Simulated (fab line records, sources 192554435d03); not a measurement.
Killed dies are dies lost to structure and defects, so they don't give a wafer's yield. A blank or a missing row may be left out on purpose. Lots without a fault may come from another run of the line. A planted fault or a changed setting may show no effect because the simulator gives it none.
Chamber matching | flow n5_finfet | N5_DUMMY_GATE_ETCH_44 on rie_si-04: 4 sister chambers
The step etches poly-Si in HBr/O2, stops on SiO2, target depth 127.5 nm. 20 wafers are shown with their chamber, then 10 later ones without.

WAFERS WITH THEIR CHAMBER
wafer  | chamber | drypump_motor_current_A (A) | throttle_valve_pct (%) | oes_product_au (a.u.)
L078.3 | 2       | 6.5                         | 18.59                  | 0.723
L078.4 | 2       | 6.5                         | 18.59                  | 0.726
L078.6 | 1       | 5.5                         | 18.46                  | 0.713
L079.1 | 3       | 5.6                         | 18.65                  | 0.727
L079.4 | 2       | 6.5                         | 18.61                  | 0.733
L079.6 | 0       | 5.5                         | 18.73                  | 0.732
L084.1 | 0       | 5.5                         | 18.73                  | 0.729
L084.2 | 1       | 5.5                         | 18.46                  | 0.705
L084.3 | 3       | 5.6                         | 18.66                  | 0.725
L084.4 | 2       | 6.5                         | 18.61                  | 0.738
L084.5 | 3       | 5.6                         | 18.66                  | 0.709
L084.6 | 0       | 5.5                         | 18.72                  | 0.713
L086.2 | 1       | 5.4                         | 18.47                  | 0.694
L086.4 | 3       | 5.6                         | 18.66                  | 0.711
L086.6 | 3       | 5.6                         | 18.66                  | 0.702
L089.1 | 3       | 5.7                         | 18.65                  | 0.722
L089.2 | 2       | 6.6                         | 18.59                  | 0.714
L089.3 | 0       | 5.5                         | 18.75                  | 0.720
L089.4 | 1       | 5.5                         | 18.46                  | 0.711
L089.5 | 2       | 6.6                         | 18.60                  | 0.729

SIGNATURES (means of the wafers above)
reading                 | chamber 0 | chamber 1 | chamber 2 | chamber 3 | scatter within a chamber
drypump_motor_current_A | 5.500     | 5.475     | 6.533     | 5.617     | 0.0427
throttle_valve_pct      | 18.7325   | 18.4625   | 18.5983   | 18.6567   | 0.00854
oes_product_au          | 0.72350   | 0.70575   | 0.72717   | 0.71600   | 0.00901
Rule: a wafer's distance from a chamber is the root of the sum, over the readings, of the square of ((its reading less the chamber's mean) divided by the reading's scatter). The wafer belongs to the nearest chamber; if the next one is less than 2 further off, it can't be placed. The scatter: the root of (the sum of the squares of (reading less its chamber's mean) over the shown wafers, divided by (wafers less chambers)).

WAFERS WITHOUT THEIR CHAMBER
wafer  | drypump_motor_current_A (A) | throttle_valve_pct (%) | oes_product_au (a.u.)
L089.6 | 5.7                         | 18.66                  | 0.720
L090.2 | 5.5                         | 18.74                  | 0.719
L090.3 | 5.7                         | 18.66                  | 0.720
L090.5 | 5.7                         | 18.64                  | 0.720
L093.1 | 5.5                         | 18.46                  | 0.718
L093.2 | 6.5                         | 18.60                  | 0.732
L093.3 | 5.5                         | 18.74                  | 0.727
L093.4 | 5.6                         | 18.64                  | 0.712
L093.5 | 6.5                         | 18.59                  | 0.741
L093.6 | 5.6                         | 18.65                  | 0.719

WHICH CHAMBER EACH WENT THROUGH
wafer  | from the rows above | in truth
L089.6 | 3                   | 3
L090.2 | 0                   | 0
L090.3 | 3                   | 3
L090.5 | 3                   | 3
L093.1 | 1                   | 1
L093.2 | 2                   | 2
L093.3 | 0                   | 0
L093.4 | 3                   | 3
L093.5 | 2                   | 2
L093.6 | 3                   | 3
Placed correctly: 10 of 10. Can't be placed from these rows: 0. Placed wrongly: 0.
